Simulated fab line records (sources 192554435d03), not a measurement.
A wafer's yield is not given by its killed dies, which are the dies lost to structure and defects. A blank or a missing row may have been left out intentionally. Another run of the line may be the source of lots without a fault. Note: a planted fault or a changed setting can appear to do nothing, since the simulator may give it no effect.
Split-lot experiment | flow n5 finfet | 7 lots, 16 wafers read, on a route of 1938 steps

== ABOUT THE SPLIT ==
At N5_BEOL_M1_SPUTTER_81 (material Cu, target thk 4.5 nm, time 8.29 s), the setting time s was moved away from the recipe's 8.29 s on 2 of the 16 wafers read, by +11.0% to +13.3%. All remaining wafers had this setting at the recipe value.

The reading comes from the split's own step.

== THE READING ==
Cu_of_BEOL_M1_SPUTTER_81.thk nm (the simulator's own value, which no gauge read), in nm, at N5_BEOL_M1_SPUTTER_81 (material Cu, target thk 4.5 nm, time 8.29 s). The file gives no usual value for it. Average 4.5 nm, standard deviation 0.15 nm, over the 14 wafers here run with the recipe.

wafer  | tool, chamber at the split | time s as run, s | against the recipe | Cu_of_BEOL_M1_SPUTTER_81.thk nm, nm | against lot-mates on the recipe
L078.5 | pvd sputter-01, -          | 8.29             | recipe             | 4.6                                 | -
L078.6 | pvd sputter-01, -          | 8.29             | recipe             | 4.6                                 | -
L080.3 | pvd sputter-02, -          | 8.29             | recipe             | 4.4                                 | -
L080.4 | pvd sputter-02, -          | 8.29             | recipe             | 4.4                                 | -
L080.5 | pvd sputter-02, -          | 8.29             | recipe             | 4.4                                 | -
L081.1 | pvd sputter-03, -          | 8.29             | recipe             | 4.6                                 | -
L081.2 | pvd sputter-03, -          | 8.29             | recipe             | 4.6                                 | -
L081.5 | pvd sputter-03, -          | 9.39             | +13.3%             | 5                                   | +0.4
L084.4 | pvd sputter-02, -          | 8.29             | recipe             | 4.4                                 | -
L084.5 | pvd sputter-02, -          | 8.29             | recipe             | 4.2                                 | -
L093.1 | pvd sputter-03, -          | 8.29             | recipe             | 4.4                                 | -
L093.6 | pvd sputter-03, -          | 8.29             | recipe             | 4.4                                 | -
L096.5 | pvd sputter-01, -          | 8.29             | recipe             | 4.6                                 | -
L097.1 | pvd sputter-01, -          | 8.29             | recipe             | 4.8                                 | -
L097.3 | pvd sputter-01, -          | 9.199            | +11.0%             | 5.2                                 | +0.5
L097.6 | pvd sputter-01, -          | 8.29             | recipe             | 4.6                                 | -

THE FIT
A straight line over all 16 wafers: Cu_of_BEOL_M1_SPUTTER_81.thk nm changes by +0.0481 nm for each +1% of time s; r = +0.80; the points scatter about the line by 0.16 nm.
The same after taking each lot's own level away (the mean of its wafers on the recipe; 16 wafers): +0.0363 nm for each +1%; r = +0.93; scatter 0.064 nm.
That fit puts the effect of the largest move of time s on the reading at 0.48 nm.
Across the lots, their own levels run from 4.30 to 4.70 nm, a range of 2.7 times the standard deviation given above.
So the lot-to-lot level blurs the effect unless lot-mates are compared.
Check: for one of the wafers moved furthest among these (+13.3%), held out of the fit, the line's prediction against its lot-mates is +0.605 nm. Against them it came out at +0.4 nm.

== ADDITIONAL SPLITS CARRIED BY THESE WAFERS ==
Note: prior to the reading, these wafers also went through further splits. Each is held against what the fit with the lots' levels taken away leaves over:
other split on the same wafers | wafers away from the commonest value | r with Cu_of_BEOL_M1_SPUTTER_81.thk nm (lot level and that fit taken away)
N5_BEOL_M0_ETCH_128 source w   | 2                                    | -0.29
N5_BEOL_M0_ETCH_109 bias w     | 3                                    | -0.16

== THE FILE'S OWN FIT ==
Cu_of_BEOL_M1_SPUTTER_81.thk nm changes by +0.0364 nm for each +1% of time s, r = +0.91.
